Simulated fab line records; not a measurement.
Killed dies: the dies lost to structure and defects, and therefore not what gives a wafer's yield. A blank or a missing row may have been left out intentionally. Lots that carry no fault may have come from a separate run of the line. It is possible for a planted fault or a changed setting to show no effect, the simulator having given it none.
Which tool did it?	flow nand_harc	Sampling: 12 lots, 36 wafers, 6 of 1159 route steps

WHAT THE GAUGES SHOWED, per wafer
NHARC_A_STAIRCASE_INSPECT_155.
lot	measured	on	raw_defect_count
L074	day 14 11:32	defect_inspect-01	323 288 564
L079	day 14 18:05	defect_inspect-01	282 313 183
L078	day 15 00:26	defect_inspect-01	329 228 284
L081	day 15 04:41	defect_inspect-02	467 466 608
L084	day 16 16:31	defect_inspect-02	343 365 370
L086	day 16 16:08	defect_inspect-02	426 416 367
L085	day 16 16:26	defect_inspect-01	318 201 279
L089	day 17 11:31	defect_inspect-02	667 496 819
L091	day 18 14:54	defect_inspect-02	404 343 473
L094	day 18 11:09	defect_inspect-02	783 389 671
L095	day 19 08:46	defect_inspect-02	339 349 289
L097	day 19 13:28	defect_inspect-02	659 312 409

TOOL THAT RAN EACH LOT (tool first, then ch and the chambers of the sampled wafers, then the start)
lot	NHARC_A_STAIRCASE_ETCH_21	NHARC_A_STAIRCASE_TRIM_24	NHARC_A_STAIRCASE_TRIM_191	NHARC_A_STAIRCASE_ETCH_201	NHARC_A_STAIRCASE_HM_DEP_462
L074	rie_diel-01 ch 0,1,2, day 12 10:34 or earlier	rie_diel-01 ch 0,1,2, day 12 10:34 or earlier	rie_diel-08 ch 0,1,2, day 12 10:34 or earlier	rie_diel-07 ch 1,2,3, day 12 10:34 or earlier	acl_dep-02 ch 0, day 12 10:34
L079	rie_diel-08 ch 0,2, day 12 18:22 or earlier	rie_diel-08 ch 0,3, day 12 18:22 or earlier	rie_diel-08 ch 1,3, day 12 18:22 or earlier	rie_diel-01 ch 0,1,2, day 12 18:22 or earlier	acl_dep-01 ch 0, day 12 18:22
L078	rie_diel-07 ch 0,2,3, day 12 20:51 or earlier	rie_diel-07 ch 0,1,3, day 12 20:51 or earlier	rie_diel-08 ch 0,1,3, day 12 20:51 or earlier	rie_diel-01 ch 0,2,3, day 12 20:51 or earlier	acl_dep-02 ch 0, day 12 20:51
L081	rie_diel-07 ch 1,3, day 13 04:04 or earlier	rie_diel-07 ch 0,3, day 13 04:04 or earlier	rie_diel-08 ch 1,2,3, day 13 04:04 or earlier	rie_diel-08 ch 0,1, day 13 04:04 or earlier	acl_dep-02 ch 0, day 13 04:04
L084	rie_diel-01 ch 1,2, day 14 10:38 or earlier	rie_diel-01 ch 1,3, day 14 10:38 or earlier	rie_diel-01 ch 0,1,2, day 14 10:38 or earlier	rie_diel-07 ch 1,2,3, day 14 10:38 or earlier	acl_dep-01 ch 0, day 14 10:38
L086	rie_diel-07 ch 0,1, day 14 17:46 or earlier	rie_diel-07 ch 0,3, day 14 17:46 or earlier	rie_diel-08 ch 0,1, day 14 17:46 or earlier	rie_diel-08 ch 0,3, day 14 17:46 or earlier	acl_dep-03 ch 0, day 14 17:46
L085	rie_diel-07 ch 1,2,3, day 14 22:35 or earlier	rie_diel-07 ch 0,3, day 14 22:35 or earlier	rie_diel-07 ch 1,2, day 14 22:35 or earlier	rie_diel-08 ch 2,3, day 14 22:35 or earlier	acl_dep-01 ch 0, day 14 22:35
L089	rie_diel-07 ch 1,2,3, day 15 10:28 or earlier	rie_diel-07 ch 1,2,3, day 15 10:28 or earlier	rie_diel-01 ch 0,2,3, day 15 10:28 or earlier	rie_diel-01 ch 1,2,3, day 15 10:28 or earlier	acl_dep-03 ch 0, day 15 10:28
L091	rie_diel-01 ch 1,2,3, day 16 09:05 or earlier	rie_diel-01 ch 0,1,2, day 16 09:05 or earlier	rie_diel-08 ch 0,3, day 16 09:05 or earlier	rie_diel-01 ch 0,2,3, day 16 09:05 or earlier	acl_dep-03 ch 0, day 16 09:05
L094	rie_diel-07 ch 0,1,3, day 16 16:08 or earlier	rie_diel-07 ch 0,1,2, day 16 16:08 or earlier	rie_diel-01 ch 0,2,3, day 16 16:08 or earlier	rie_diel-08 ch 0,2,3, day 16 16:08 or earlier	acl_dep-01 ch 0, day 16 16:08
L095	rie_diel-08 ch 0,1,2, day 17 05:14 or earlier	rie_diel-08 ch 0,1,3, day 17 05:14 or earlier	rie_diel-01 ch 0,2,3, day 17 05:14 or earlier	rie_diel-01 ch 0,1,3, day 17 05:14 or earlier	acl_dep-01 ch 0, day 17 05:14
L097	rie_diel-07 ch 0,1,3, day 17 13:53 or earlier	rie_diel-07 ch 0,1,3, day 17 13:53 or earlier	rie_diel-07 ch 0,2,3, day 17 13:53 or earlier	rie_diel-07 ch 1,2,3, day 17 13:53 or earlier	acl_dep-02 ch 0, day 17 13:53
- NHARC_A_STAIRCASE_ETCH_21: etches the open film in C4F8/O2, target depth 100 nm, time 40.5 s.
- NHARC_A_STAIRCASE_TRIM_24: chemistry O2, time 211.2 s.
- NHARC_A_STAIRCASE_TRIM_191: chemistry O2, time 211.2 s.
- NHARC_A_STAIRCASE_ETCH_201: etches the open film in C4F8/O2, target depth 100 nm, time 40.5 s.
- NHARC_A_STAIRCASE_HM_DEP_462: deposits aC, target thk 800 nm.

THE ANSWER, worked out from the rows above alone
Rule: the usual values come from the lots themselves. Put in order of their means at a reading, lots are off if they are a third of the lots or fewer, leave a main group of 4 or more, and stand apart from it by a gap of 3 or more times the standard deviation of the main group's means; of several such gaps the widest counts. A main group whose means are all the same, to the digits that the tables above print for the reading, isn't used. Also off: a lot with no number at a reading for which 4 or more lots have one. Any other lot the step has rows for is counted as sound.
None of the lots is off at any reading shown; this tells nothing.

WHAT THE SIMULATOR HAD INSERTED
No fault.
